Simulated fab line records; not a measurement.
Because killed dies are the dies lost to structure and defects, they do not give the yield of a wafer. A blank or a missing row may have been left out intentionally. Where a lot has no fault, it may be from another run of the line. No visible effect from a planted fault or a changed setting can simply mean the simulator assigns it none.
Split-lot experiment | flow n5Finfet | route with 1938 steps; 7 lots, 39 wafers read

## SPLIT DETAILS
At N5_BEOL_M6_ILD_DEP_00 (deposits SiCOH lowk from DEMS/porogen, target thk 179.75 nm, time 33.4 s), the setting timeS was moved away from the recipe's 33.4 s on 12 of the 39 wafers read, by -34.6% to +48.5%. For the rest of the wafers, this setting stayed at what the recipe calls for.

## BETWEEN THE SPLIT AND THE READING: the file shows 1 step in between
- N5_BEOL_M6_CURE_74: cures SiCOH lowk, time 240 s

## THE READING
M6_ILD_THK, in nm, at N5_BEOL_M6_THK_MEAS_01. A value of 154.0 nm with a standard deviation of 2.2 nm is what fault-free wafers of this fab line usually give.

wafer  | tool, chamber at the split | timeS as run, s | against the recipe | M6_ILD_THK, nm | against lot-mates on the recipe
L074.1 | pecvd-01, 1                | 33.4            | recipe             | 152.6          | -
L074.2 | pecvd-01, 2                | 33.4            | recipe             | 153.6          | -
L074.3 | pecvd-01, 0                | 33.4            | recipe             | 152.9          | -
L074.4 | pecvd-01, 1                | 33.4            | recipe             | 154.7          | -
L074.5 | pecvd-01, 2                | 33.4            | recipe             | 156.9          | -
L074.6 | pecvd-01, 0                | 33.4            | recipe             | 154.5          | -
L077.1 | pecvd-04, 0                | 21.83           | -34.6%             | 102.6          | -52.8
L077.2 | pecvd-04, 2                | 33.4            | recipe             | 153.6          | -
L077.3 | pecvd-04, 1                | 21.83           | -34.6%             | 96.6           | -58.8
L077.4 | pecvd-04, 1                | 21.83           | -34.6%             | 100.6          | -54.8
L077.5 | pecvd-04, 2                | 33.4            | recipe             | 155.7          | -
L077.6 | pecvd-04, 0                | 33.4            | recipe             | 157.0          | -
L079.1 | pecvd-04, 2                | 33.4            | recipe             | 151.7          | -
L079.2 | pecvd-04, 0                | 33.4            | recipe             | 154.9          | -
L079.3 | pecvd-04, 1                | 33.4            | recipe             | 148.1          | -
L079.4 | pecvd-04, 0                | 33.4            | recipe             | 154.0          | -
L079.5 | pecvd-04, 1                | 33.4            | recipe             | 151.3          | -
L079.6 | pecvd-04, 2                | 33.4            | recipe             | 154.7          | -
L082.1 | pecvd-01, 2                | 33.4            | recipe             | 153.9          | -
L082.3 | pecvd-01, 0                | 33.4            | recipe             | 152.9          | -
L082.5 | pecvd-01, 0                | 33.4            | recipe             | 155.4          | -
L088.1 | pecvd-01, 0                | 33.4            | recipe             | 155.5          | -
L088.2 | pecvd-01, 1                | 49.61           | +48.5%             | 226.7          | +71.4
L088.3 | pecvd-01, 2                | 33.4            | recipe             | 156.0          | -
L088.4 | pecvd-01, 1                | 33.4            | recipe             | 154.5          | -
L088.5 | pecvd-01, 0                | 49.61           | +48.5%             | 229.2          | +73.9
L088.6 | pecvd-01, 2                | 49.61           | +48.5%             | 232.4          | +77.1
L096.1 | pecvd-01, 2                | 24.17           | -27.6%             | 110.6          | -41.9
L096.2 | pecvd-01, 1                | 33.4            | recipe             | 149.6          | -
L096.3 | pecvd-01, 2                | 33.4            | recipe             | 154.0          | -
L096.4 | pecvd-01, 1                | 24.17           | -27.6%             | 109.7          | -42.8
L096.5 | pecvd-01, 1                | 24.17           | -27.6%             | 109.2          | -43.3
L096.6 | pecvd-01, 2                | 33.4            | recipe             | 154.0          | -
L097.1 | pecvd-04, 2                | 43.68           | +30.8%             | 197.8          | +45.3
L097.2 | pecvd-04, 1                | 33.4            | recipe             | 150.7          | -
L097.3 | pecvd-04, 0                | 33.4            | recipe             | 152.7          | -
L097.4 | pecvd-04, 1                | 43.68           | +30.8%             | 198.1          | +45.6
L097.5 | pecvd-04, 0                | 33.4            | recipe             | 154.1          | -
L097.6 | pecvd-04, 2                | 43.68           | +30.8%             | 201.5          | +49.0

THE FIT
A straight line over all 39 wafers: M6_ILD_THK changes by +1.55 nm for each +1% of timeS; r = +1.00; the points scatter about the line by 2.2 nm.
The same after taking each lot's own level away (the mean of its wafers on the recipe; 39 wafers): +1.55 nm for each +1%; r = +1.00; scatter 1.9 nm.
Per that fit: largest timeS move, reading shift of 75 nm.
From 152.45 to 155.43 nm: that is the span of the lots' own levels, equal to 1.4 times the standard deviation above.
The two slopes agree, so the slope changes little with the lot-to-lot level.
Check: with one of the wafers moved furthest among these (+48.5%) left out of the fit, the line predicts +75.4 nm for it against its lot-mates. Against them it came out at +71.4 nm.

## THESE WAFERS: OTHER SPLITS
Before the reading, these wafers also passed through other splits. Each is held against what the fit with the lots' levels taken away leaves over:
other split on the same wafers      | wafers away from the commonest value | r with M6_ILD_THK (lot level and that fit taken away)
N5_SD_EPI_N_ETCH_45 targetDepthA    | 15                                   | -0.21
N5_HKMG_FIN_DEVELOP_11 developTimeS | 12                                   | +0.08
N5_BEOL_M5_ILD_DEP_00 targetThkA    | 15                                   | +0.05

## THE WHOLE CHAIN: every reading that the file lists as answering this split, in the file's order
step                   | what it does                                                             | reading                                                                                 | change (the file's fit)              | r (the file's)
N5_BEOL_M6_ILD_DEP_00  | deposits SiCOH lowk from DEMS/porogen, target thk 179.75 nm, time 33.4 s | SiCOH_lowk_of_BEOL_M6_ILD_DEP_00.thkNm (the simulator's own value, which no gauge read) | +1.77 nm for each +1% of the setting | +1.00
N5_BEOL_M6_CURE_74     | cures SiCOH lowk, time 240 s                                             | SiCOH_lowk_of_BEOL_M6_ILD_DEP_00.thkNm (the simulator's own value, which no gauge read) | +1.54 nm for each +1% of the setting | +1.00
N5_BEOL_M6_THK_MEAS_01 |                                                                          | M6_ILD_THK                                                                              | +1.54 for each +1% of the setting    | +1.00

## FILE'S OWN FIT
M6_ILD_THK changes by +1.54 nm for each +1% of timeS, r = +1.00.
